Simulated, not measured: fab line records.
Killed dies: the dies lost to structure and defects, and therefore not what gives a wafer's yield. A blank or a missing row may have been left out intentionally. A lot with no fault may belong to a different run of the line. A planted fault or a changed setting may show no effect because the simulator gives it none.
Struck lot and sound lot, side by side	flow n5 finfet	14 steps out of a route of 1938
Sound: these wafers, L621.1, L621.3, L621.6. Struck: wafers L623.2, L623.4, L623.6. The cause is named last.
Order at every step that has rows: each side's tool, ch and its chambers, its first start. Under that, the readings that differ: sound wafers	struck wafers	difference of the means	sigmas: that difference in standard deviations of wafers without a fault.
alike: same words and numbers on both sides, and readings whose means sit less than 2 such deviations apart. not compared: any withheld reading, any reading some wafer has no value for, any bound like >300 that may hide the same value, and any number with overlapping values for which the record gives no deviation.
Wherever a step has rows on one side only, a row that says differs or no value, or a row with sigmas, the two part there. When numbers do not overlap yet have no deviation, they are printed without sigmas and do not part them. A reading that every wafer of one side lacks parts them only if that side has two wafers or more.

first, 4 steps without rows for these wafers: N5_HKMG_FIN_PRECLEAN_64 (cleans in dHF, time 30 s); N5_HKMG_FIN_WET_ETCH_65 (etches a-Si in TMAH, stops on TiN, time 49 s, target depth 3 nm); N5_HKMG_FIN_WET_ETCH_81 (etches TiN in SC1, stops on HfO2, time 57 s, target depth 6 nm); N5_HKMG_FIN_WET_ETCH_82 (etches La2O3 in dHCl, stops on HfO2, target depth 2 nm, rinse time 30 s).
N5_HKMG_FIN_ALD_36: deposits TiN, target thk 1 nm, pulse time 1 s, purge time 3 s.
  sound on ald metal-04 ch 0,1,3, day 4 17:05; struck on ald metal-04 ch 0,1,2, day 5 03:25
  alike: heater power w, precursor pulse height rel
N5_HKMG_FIN_THK_MEAS_70: measures by xrf.
  sound on film metro-01, day 4 17:22; struck on film metro-01, day 5 03:42
  alike: HK_THK
N5_HKMG_FIN_PWFM_ALD_03: deposits TiN, target thk 2 nm, pulse time 1 s, purge time 3 s.
  sound on ald metal-01 ch 0,3, day 4 17:24; struck on ald metal-01 ch 1,2,3, day 5 03:44
  alike: heater power w, precursor pulse height rel
then, 5 steps without rows for these wafers: N5_HKMG_FIN_COAT_29 (time 60 s, resist thk 300 nm); N5_HKMG_FIN_COAT_30 (time 60 s, resist thk 35 nm); N5_HKMG_FIN_COAT_06 (resist thk 90 nm); N5_HKMG_FIN_EBR_08; N5_HKMG_FIN_SOFTBAKE_07 (time 60 s).
N5_HKMG_FIN_EXPOSE_09: exposes mask NWFM.
  struck on arfi scanner-01, day 5 04:27; sound on arfi scanner-01 ch 0, day 4 18:07
  no value came back on the struck wafers for exposure dose mJ cm2, focus offset nm (nm), sigma outer; on the sound wafers exposure dose mJ cm2 reads 39.22 39.16 39.23
  alike: mask
then, 1 step without rows for these wafers: N5_HKMG_FIN_PEB_10 (peb time 60 s).

## WHERE THEY PART
Only at N5_HKMG_FIN_EXPOSE_09, as far as this record shows.

WHY: the cause the simulator had injected
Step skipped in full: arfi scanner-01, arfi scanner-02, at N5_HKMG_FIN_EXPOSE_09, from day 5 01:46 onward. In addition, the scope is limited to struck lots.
